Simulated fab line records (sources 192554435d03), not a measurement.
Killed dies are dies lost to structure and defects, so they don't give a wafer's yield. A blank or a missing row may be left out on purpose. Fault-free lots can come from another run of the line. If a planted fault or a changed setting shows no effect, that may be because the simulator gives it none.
Chamber matching || flow n5-finfet || uv-cure-03 running N5_BEOL_M6_CURE_74: 3 sister chambers
The step cures SiCOH lowk, time 240 s. 6 wafers are shown with their chamber, then 9 later ones without.

## WAFERS PAIRED WITH THEIR CHAMBERS
{"wafer": "L077.3", "chamber": 1, "wafer_temp_C_max": 386.6, "lamp-power-pct (%)": 52.42}
{"wafer": "L077.5", "chamber": 1, "wafer_temp_C_max": 386.8, "lamp-power-pct (%)": 52.32}
{"wafer": "L084.3", "chamber": 0, "wafer_temp_C_max": 386.9, "lamp-power-pct (%)": 52.38}
{"wafer": "L084.4", "chamber": 0, "wafer_temp_C_max": 387.8, "lamp-power-pct (%)": 52.38}
{"wafer": "L088.3", "chamber": 2, "wafer_temp_C_max": 385.9, "lamp-power-pct (%)": 52.30}
{"wafer": "L088.5", "chamber": 2, "wafer_temp_C_max": 385.9, "lamp-power-pct (%)": 52.39}

## WAFERS WHOSE CHAMBER IS MISSING
{"wafer": "L094.4", "wafer_temp_C_max": 386.2, "lamp-power-pct (%)": 52.29}
{"wafer": "L094.5", "wafer_temp_C_max": 386.1, "lamp-power-pct (%)": 52.38}
{"wafer": "L094.6", "wafer_temp_C_max": 385.9, "lamp-power-pct (%)": 52.28}
{"wafer": "L095.1", "wafer_temp_C_max": 386.7, "lamp-power-pct (%)": 52.34}
{"wafer": "L095.5", "wafer_temp_C_max": 386.1, "lamp-power-pct (%)": 52.32}
{"wafer": "L095.6", "wafer_temp_C_max": 386.0, "lamp-power-pct (%)": 52.28}
{"wafer": "L096.1", "wafer_temp_C_max": 387.0, "lamp-power-pct (%)": 52.29}
{"wafer": "L096.2", "wafer_temp_C_max": 386.4, "lamp-power-pct (%)": 52.27}
{"wafer": "L096.3", "wafer_temp_C_max": 386.3, "lamp-power-pct (%)": 52.31}

## CHAMBER TAKEN BY EACH
{"wafer": "L094.4", "from the rows above": "can't be placed: 2 or 1", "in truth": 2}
{"wafer": "L094.5", "from the rows above": "can't be placed: 2 or 1", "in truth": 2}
{"wafer": "L094.6", "from the rows above": "can't be placed: 2 or 1", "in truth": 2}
{"wafer": "L095.1", "from the rows above": "can't be placed: 1 or 0 or 2", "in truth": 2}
{"wafer": "L095.5", "from the rows above": "can't be placed: 2 or 1", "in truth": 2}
{"wafer": "L095.6", "from the rows above": "can't be placed: 2 or 1", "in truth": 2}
{"wafer": "L096.1", "from the rows above": "can't be placed: 1 or 0 or 2", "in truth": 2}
{"wafer": "L096.2", "from the rows above": "can't be placed: 2 or 1 or 0", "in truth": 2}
{"wafer": "L096.3", "from the rows above": "can't be placed: 2 or 1 or 0", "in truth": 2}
0 of 9 placed correctly. Not placeable from these rows: 9 (in 9, the candidates include the true chamber). Placed wrongly: 0.
How it was worked out, from the rows above alone: a wafer's distance from a chamber is the root of the sum, over the readings, of the square of ((its reading less the chamber's mean) divided by the reading's scatter). If the next closest chamber is less than 2 further off than the closest, the wafer can't be placed; otherwise it belongs to the closest. Each chamber's mean is taken over the wafers shown for it. The scatter: the root of (the sum of the squares of (reading less its chamber's mean) over the shown wafers, divided by (wafers less chambers)).
